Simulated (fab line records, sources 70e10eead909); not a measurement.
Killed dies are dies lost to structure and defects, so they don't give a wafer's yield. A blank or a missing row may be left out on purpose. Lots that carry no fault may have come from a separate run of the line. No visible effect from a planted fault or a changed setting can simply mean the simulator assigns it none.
The tool behind it: which one?    flow nand harc    24 lots, 72 wafers sampled, at 6 steps of a route of 1302

== WHAT THE GAUGES SHOWED, per wafer ==
No reading from a measuring or inspecting step in the record can be judged against a usual standard deviation.

== EACH LOT AND THE TOOL THAT RAN IT (in order: tool; ch and the chambers of the sampled wafers; start) ==
lot   NHARC_A_STAIRCASE_DESCUM_11         NHARC_A_STAIRCASE_ETCH_23                      NHARC_A_STAIRCASE_STRIP_175           NHARC_A_STAIRCASE_ETCH_192                     NHARC_A_STAIRCASE_ETCH_197                     NHARC_A_STAIRCASE_STRIP_205
L074  rie diel-02 ch 1,3, day 15 06:31    rie diel-02 ch 0,1,3, day 15 10:50 or earlier  plasma asher-02 ch 0,1, day 15 10:50  rie diel-02 ch 0,3, day 15 14:59 or earlier    rie diel-02 ch 1,2, day 15 14:59 or earlier    plasma asher-02 ch 1, day 15 14:59
L075  rie diel-13 ch 1,2,3, day 15 23:46  rie diel-02 ch 1,2,3, day 16 02:10 or earlier  plasma asher-01 ch 0,1, day 16 02:10  rie diel-13 ch 1,2,3, day 16 05:47 or earlier  rie diel-13 ch 0,2,3, day 16 05:47 or earlier  plasma asher-01 ch 0,1, day 16 05:47
L076  rie diel-13 ch 0,3, day 16 15:12    rie diel-02 ch 0,1, day 16 19:02 or earlier    plasma asher-02 ch 0,1, day 16 19:02  rie diel-04 ch 0,3, day 16 23:05 or earlier    rie diel-13 ch 1,2, day 16 23:05 or earlier    plasma asher-01 ch 0,1, day 16 23:05
L077  rie diel-04 ch 0,2,3, day 16 15:41  rie diel-04 ch 2,3, day 16 18:46 or earlier    plasma asher-01 ch 1, day 16 18:46    rie diel-02 ch 1,3, day 16 22:42 or earlier    rie diel-02 ch 0,1,3, day 16 22:42 or earlier  plasma asher-02 ch 0, day 16 22:42
L079  rie diel-13 ch 1,2,3, day 18 00:11  rie diel-04 ch 0,2, day 18 02:43 or earlier    plasma asher-02 ch 1, day 18 02:43    rie diel-02 ch 2,3, day 18 06:21 or earlier    rie diel-13 ch 1,2, day 18 06:21 or earlier    plasma asher-01 ch 0,1, day 18 06:21
L078  rie diel-13 ch 0,2,3, day 18 00:29  rie diel-13 ch 0,1, day 18 02:55 or earlier    plasma asher-01 ch 0, day 18 02:55    rie diel-04 ch 2,3, day 18 07:25 or earlier    rie diel-04 ch 0,3, day 18 07:25 or earlier    plasma asher-02 ch 0,1, day 18 07:25
L080  rie diel-02 ch 0,2,3, day 18 17:45  rie diel-02 ch 1,3, day 18 20:27 or earlier    plasma asher-01 ch 0,1, day 18 20:27  rie diel-04 ch 0,2,3, day 19 00:11 or earlier  rie diel-13 ch 0,3, day 19 00:11 or earlier    plasma asher-01 ch 0,1, day 19 00:11
L082  rie diel-13 ch 1,3, day 19 01:11    rie diel-13 ch 1,3, day 19 05:46 or earlier    plasma asher-01 ch 0,1, day 19 05:46  rie diel-04 ch 0,3, day 19 09:16 or earlier    rie diel-04 ch 0,1,2, day 19 09:16 or earlier  plasma asher-01 ch 1, day 19 09:16
L081  rie diel-13 ch 0,2, day 19 13:14    rie diel-04 ch 1,2, day 19 15:27 or earlier    plasma asher-02 ch 0,1, day 19 15:27  rie diel-04 ch 1,2, day 19 20:56 or earlier    rie diel-02 ch 1,2,3, day 19 20:56 or earlier  plasma asher-02 ch 1, day 19 20:56
L083  rie diel-13 ch 0,1,2, day 19 17:03  rie diel-02 ch 0,2,3, day 19 21:25 or earlier  plasma asher-01 ch 0,1, day 19 21:25  rie diel-04 ch 0,2,3, day 20 00:56 or earlier  rie diel-13 ch 0,1,3, day 20 00:56 or earlier  plasma asher-02 ch 0,1, day 20 00:56
L084  rie diel-13 ch 0,1,3, day 20 04:37  rie diel-13 ch 1,2, day 20 07:55 or earlier    plasma asher-02 ch 0,1, day 20 07:55  rie diel-13 ch 0,1,3, day 20 11:58 or earlier  rie diel-02 ch 0,2, day 20 11:58 or earlier    plasma asher-02 ch 0,1, day 20 11:58
L085  rie diel-02 ch 2,3, day 20 04:48    rie diel-02 ch 0,2, day 20 07:25 or earlier    plasma asher-02 ch 0,1, day 20 07:25  rie diel-04 ch 0,2, day 20 11:01 or earlier    rie diel-04 ch 0,3, day 20 11:01 or earlier    plasma asher-01 ch 0,1, day 20 11:01
L087  rie diel-04 ch 0,3, day 20 11:45    rie diel-04 ch 0,1, day 20 13:56 or earlier    plasma asher-01 ch 0,1, day 20 13:56  rie diel-02 ch 0,3, day 20 17:44 or earlier    rie diel-04 ch 0,1,3, day 20 17:44 or earlier  plasma asher-02 ch 0,1, day 20 17:44
L086  rie diel-02 ch 0,2,3, day 20 11:52  rie diel-13 ch 0,1,2, day 20 14:34 or earlier  plasma asher-02 ch 0,1, day 20 14:34  rie diel-13 ch 1,2, day 20 18:19 or earlier    rie diel-13 ch 1,2, day 20 18:19 or earlier    plasma asher-02 ch 0,1, day 20 18:19
L089  rie diel-02 ch 0,1, day 21 05:28    rie diel-02 ch 0,3, day 21 10:20 or earlier    plasma asher-02 ch 0,1, day 21 10:20  rie diel-02 ch 2,3, day 21 13:59 or earlier    rie diel-02 ch 0,3, day 21 13:59 or earlier    plasma asher-02 ch 0,1, day 21 13:59
L088  rie diel-04 ch 1,3, day 21 09:23    rie diel-02 ch 1,3, day 21 11:43 or earlier    plasma asher-01 ch 0,1, day 21 11:43  rie diel-02 ch 0,1, day 21 15:29 or earlier    rie diel-04 ch 1,2, day 21 15:29 or earlier    plasma asher-01 ch 0,1, day 21 15:29
L090  rie diel-04 ch 2,3, day 22 11:17    rie diel-04 ch 0,2,3, day 22 13:38 or earlier  plasma asher-02 ch 1, day 22 13:38    rie diel-02 ch 1,2, day 22 22:26 or earlier    rie diel-02 ch 0,1, day 22 22:26 or earlier    plasma asher-02 ch 0,1, day 22 22:26
L091  rie diel-04 ch 0,1,3, day 22 11:43  rie diel-02 ch 0,2, day 22 15:09 or earlier    plasma asher-02 ch 0,1, day 22 15:09  rie diel-04 ch 0,1,2, day 22 23:33 or earlier  rie diel-02 ch 1,2, day 22 23:33 or earlier    plasma asher-02 ch 0,1, day 22 23:33
L092  rie diel-13 ch 0,1,3, day 23 08:20  rie diel-13 ch 0,1,2, day 23 11:42 or earlier  plasma asher-02 ch 0,1, day 23 11:42  rie diel-04 ch 1,2,3, day 23 19:35 or earlier  rie diel-04 ch 1,2,3, day 23 19:35 or earlier  plasma asher-01 ch 0,1, day 23 19:35
L093  rie diel-02 ch 0,1,2, day 23 12:49  rie diel-02 ch 1,2, day 23 15:21 or earlier    plasma asher-01 ch 0,1, day 23 15:21  rie diel-13 ch 2,3, day 23 20:13 or earlier    rie diel-04 ch 0,1,2, day 23 20:13 or earlier  plasma asher-01 ch 0,1, day 23 20:13
L094  rie diel-02 ch 0,2, day 23 17:06    rie diel-04 ch 1,3, day 23 19:59 or earlier    plasma asher-01 ch 0,1, day 23 19:59  rie diel-02 ch 0,1, day 24 00:43 or earlier    rie diel-02 ch 0,1, day 24 00:43 or earlier    plasma asher-01 ch 0,1, day 24 00:43
L097  rie diel-13 ch 0,1,2, day 24 21:35  rie diel-04 ch 1,2,3, day 25 00:14 or earlier  plasma asher-01 ch 0,1, day 25 00:14  rie diel-04 ch 0,1,3, day 25 04:46 or earlier  rie diel-04 ch 0,1,3, day 25 04:46 or earlier  plasma asher-02 ch 0,1, day 25 04:46
L095  rie diel-13 ch 0,2,3, day 24 21:54  rie diel-13 ch 2,3, day 25 00:11 or earlier    plasma asher-02 ch 0,1, day 25 00:11  rie diel-13 ch 0,1,3, day 25 04:30 or earlier  rie diel-04 ch 1,2,3, day 25 04:30 or earlier  plasma asher-01 ch 0,1, day 25 04:30
L096  rie diel-13 ch 0,1,3, day 25 02:13  rie diel-13 ch 1,3, day 25 05:27 or earlier    plasma asher-02 ch 0,1, day 25 05:27  rie diel-02 ch 1,2,3, day 25 09:16 or earlier  rie diel-13 ch 0,1,3, day 25 09:16 or earlier  plasma asher-02 ch 0,1, day 25 09:16
- NHARC_A_STAIRCASE_DESCUM_11: chemistry O2, time 3 s.
- NHARC_A_STAIRCASE_ETCH_23: etches the open film in C4F8/O2, target depth 100 nm, time 40.5 s.
- NHARC_A_STAIRCASE_STRIP_175: strips in O2.
- NHARC_A_STAIRCASE_ETCH_192: etches the open film in C4F8/O2, target depth 100 nm, time 40.5 s.
- NHARC_A_STAIRCASE_ETCH_197: etches the open film in C4F8/O2, target depth 100 nm, time 40.5 s.
- NHARC_A_STAIRCASE_STRIP_205: strips in O2.

== AS READ BY THE TOOLS THEMSELVES (means over the sampled wafers that have a number; for cases with no such wafer, the mark the record gives instead) ==
NHARC_A_STAIRCASE_DESCUM_11.
lot   tool         drypump motor current A (A)  oes product au (a.u.)  rf vpp V (V)  showerhead plenum p Torr (Torr)  throttle valve pct (%)
L074  rie diel-02  5.5                          1.001                  58.0          1.81                             11.315
L075  rie diel-13  5.8                          1.005                  58.9          1.97                             11.298
L076  rie diel-13  5.4                          0.998                  58.0          1.96                             11.306
L077  rie diel-04  5.2                          1.002                  58.0          2.00                             11.305
L079  rie diel-13  5.8                          1.007                  58.4          1.97                             11.308
L078  rie diel-13  5.6                          0.999                  57.4          1.94                             11.311
L080  rie diel-02  5.6                          0.992                  58.4          1.92                             11.303
L082  rie diel-13  5.5                          1.000                  59.0          1.98                             11.310
L081  rie diel-13  5.8                          1.010                  57.7          1.92                             11.310
L083  rie diel-13  5.9                          1.002                  58.4          1.97                             11.314
L084  rie diel-13  5.6                          0.999                  57.6          1.99                             11.306
L085  rie diel-02  5.2                          0.986                  57.7          1.88                             11.307
L087  rie diel-04  5.5                          1.006                  57.4          2.03                             11.305
L086  rie diel-02  5.6                          0.993                  58.1          1.92                             11.314
L089  rie diel-02  6.2                          0.996                  57.9          2.01                             11.311
L088  rie diel-04  5.7                          1.005                  57.7          1.95                             11.321
L090  rie diel-04  5.3                          1.005                  57.8          2.01                             11.314
L091  rie diel-04  5.6                          1.004                  58.2          1.93                             11.319
L092  rie diel-13  5.6                          1.007                  57.9          1.98                             11.308
L093  rie diel-02  5.8                          0.988                  58.5          1.96                             11.311
L094  rie diel-02  5.7                          0.992                  57.5          1.90                             11.319
L097  rie diel-13  5.9                          1.006                  57.8          1.96                             11.295
L095  rie diel-13  5.6                          1.010                  57.3          1.92                             11.310
L096  rie diel-13  5.6                          1.009                  58.6          1.98                             11.312

NHARC_A_STAIRCASE_ETCH_23.
lot   tool         oes product au (a.u.)  rf fwd power W (W)  rf vpp V (V)
L074  rie diel-02  0.927                  593                 894
L075  rie diel-02  0.943                  588                 893
L076  rie diel-02  0.948                  592                 896
L077  rie diel-04  0.941                  595                 900
L079  rie diel-04  0.936                  593                 899
L078  rie diel-13  0.962                  594                 901
L080  rie diel-02  0.936                  591                 902
L082  rie diel-13  0.945                  593                 901
L081  rie diel-04  0.954                  593                 894
L083  rie diel-02  0.923                  587                 897
L084  rie diel-13  0.942                  594                 901
L085  rie diel-02  0.928                  590                 898
L087  rie diel-04  0.933                  595                 896
L086  rie diel-13  0.947                  597                 899
L089  rie diel-02  0.936                  587                 897
L088  rie diel-02  0.944                  590                 898
L090  rie diel-04  0.936                  593                 900
L091  rie diel-02  0.921                  590                 896
L092  rie diel-13  0.931                  595                 900
L093  rie diel-02  0.925                  591                 901
L094  rie diel-04  0.941                  594                 905
L097  rie diel-04  0.937                  592                 903
L095  rie diel-13  0.941                  594                 895
L096  rie diel-13  0.937                  594                 901

NHARC_A_STAIRCASE_STRIP_175.
lot   tool             drypump motor current A (A)  heater power w (W)
L074  plasma asher-02  5.9                          378
L075  plasma asher-01  5.9                          341
L076  plasma asher-02  5.9                          375
L077  plasma asher-01  5.8                          356
L079  plasma asher-02  6.5                          328
L078  plasma asher-01  6.0                          328
L080  plasma asher-01  6.0                          338
L082  plasma asher-01  5.8                          348
L081  plasma asher-02  6.0                          363
L083  plasma asher-01  5.9                          343
L084  plasma asher-02  6.0                          360
L085  plasma asher-02  5.9                          365
L087  plasma asher-01  6.0                          341
L086  plasma asher-02  6.3                          342
L089  plasma asher-02  6.2                          342
L088  plasma asher-01  5.9                          337
L090  plasma asher-02  6.5                          326
L091  plasma asher-02  6.0                          368
L092  plasma asher-02  6.0                          362
L093  plasma asher-01  5.9                          332
L094  plasma asher-01  5.8                          332
L097  plasma asher-01  5.9                          336
L095  plasma asher-02  6.2                          343
L096  plasma asher-02  5.9                          361

NHARC_A_STAIRCASE_ETCH_192.
lot   tool         oes product au (a.u.)  rf fwd power W (W)  rf vpp V (V)
L074  rie diel-02  0.918                  590                 898
L075  rie diel-13  0.955                  596                 901
L076  rie diel-04  0.943                  593                 902
L077  rie diel-02  0.941                  591                 889
L079  rie diel-02  0.950                  585                 895
L078  rie diel-04  0.948                  593                 903
L080  rie diel-04  0.947                  594                 900
L082  rie diel-04  0.945                  593                 902
L081  rie diel-04  0.960                  592                 890
L083  rie diel-04  0.947                  594                 901
L084  rie diel-13  0.935                  594                 901
L085  rie diel-04  0.938                  593                 900
L087  rie diel-02  0.942                  591                 899
L086  rie diel-13  0.941                  594                 898
L089  rie diel-02  0.935                  586                 894
L088  rie diel-02  0.936                  592                 902
L090  rie diel-02  0.917                  590                 900
L091  rie diel-04  0.940                  596                 894
L092  rie diel-04  0.955                  595                 903
L093  rie diel-13  0.941                  593                 895
L094  rie diel-02  0.913                  593                 902
L097  rie diel-04  0.942                  594                 903
L095  rie diel-13  0.948                  595                 899
L096  rie diel-02  0.931                  589                 898

NHARC_A_STAIRCASE_ETCH_197.
lot   tool         oes product au (a.u.)  rf fwd power W (W)  rf vpp V (V)
L074  rie diel-02  0.945                  591                 893
L075  rie diel-13  0.952                  595                 898
L076  rie diel-13  0.977                  593                 899
L077  rie diel-02  0.939                  590                 894
L079  rie diel-13  0.983                  595                 899
L078  rie diel-04  0.939                  594                 903
L080  rie diel-13  0.925                  592                 898
L082  rie diel-04  0.943                  594                 895
L081  rie diel-02  0.961                  589                 897
L083  rie diel-13  0.926                  595                 901
L084  rie diel-02  0.952                  590                 897
L085  rie diel-04  0.939                  591                 902
L087  rie diel-04  0.951                  593                 896
L086  rie diel-13  0.938                  595                 898
L089  rie diel-02  0.941                  589                 896
L088  rie diel-04  0.979                  593                 891
L090  rie diel-02  0.924                  591                 901
L091  rie diel-02  0.911                  591                 901
L092  rie diel-04  0.949                  595                 902
L093  rie diel-04  0.945                  594                 901
L094  rie diel-02  0.911                  592                 901
L097  rie diel-04  0.940                  593                 902
L095  rie diel-04  0.943                  592                 902
L096  rie diel-13  0.976                  597                 899

NHARC_A_STAIRCASE_STRIP_205.
lot   tool             drypump motor current A (A)  heater power w (W)
L074  plasma asher-02  6.5                          330
L075  plasma asher-01  5.9                          338
L076  plasma asher-01  5.9                          340
L077  plasma asher-02  5.7                          399
L079  plasma asher-01  5.9                          335
L078  plasma asher-02  6.3                          353
L080  plasma asher-01  5.9                          342
L082  plasma asher-01  5.7                          357
L081  plasma asher-02  6.5                          325
L083  plasma asher-02  6.2                          339
L084  plasma asher-02  6.0                          366
L085  plasma asher-01  5.8                          348
L087  plasma asher-02  6.0                          364
L086  plasma asher-02  6.0                          368
L089  plasma asher-02  6.2                          344
L088  plasma asher-01  5.9                          344
L090  plasma asher-02  6.2                          343
L091  plasma asher-02  6.2                          342
L092  plasma asher-01  5.9                          325
L093  plasma asher-01  5.9                          325
L094  plasma asher-01  5.9                          334
L097  plasma asher-02  6.3                          343
L095  plasma asher-01  5.8                          336
L096  plasma asher-02  6.2                          340

== THE ANSWER, worked out from the rows above alone ==
Rule: the usual values come from the lots themselves. The widest of any qualifying gaps counts: lots, ordered by their means at a reading, are off when they make up no more than a third of the lots, leave a main group of 4 or more, and stand apart from it by 3 or more times the standard deviation of that group's means. The tables above print the reading to a certain number of digits; a main group whose means all agree to those digits is not used. Also off: a lot with no number at a reading for which 4 or more lots have one. Any other lot the step has rows for is counted as sound. The gauges are gone through in route order, then the tools' own readings, and for those a lot's mean is taken as printed above. At the first step where some lot is off, the reading lying furthest off is the one used; lots without a number count as furthest.
Nothing can be told from this: no lot is off at any reading shown.

== WHAT HAD BEEN PUT IN BY THE SIMULATOR ==
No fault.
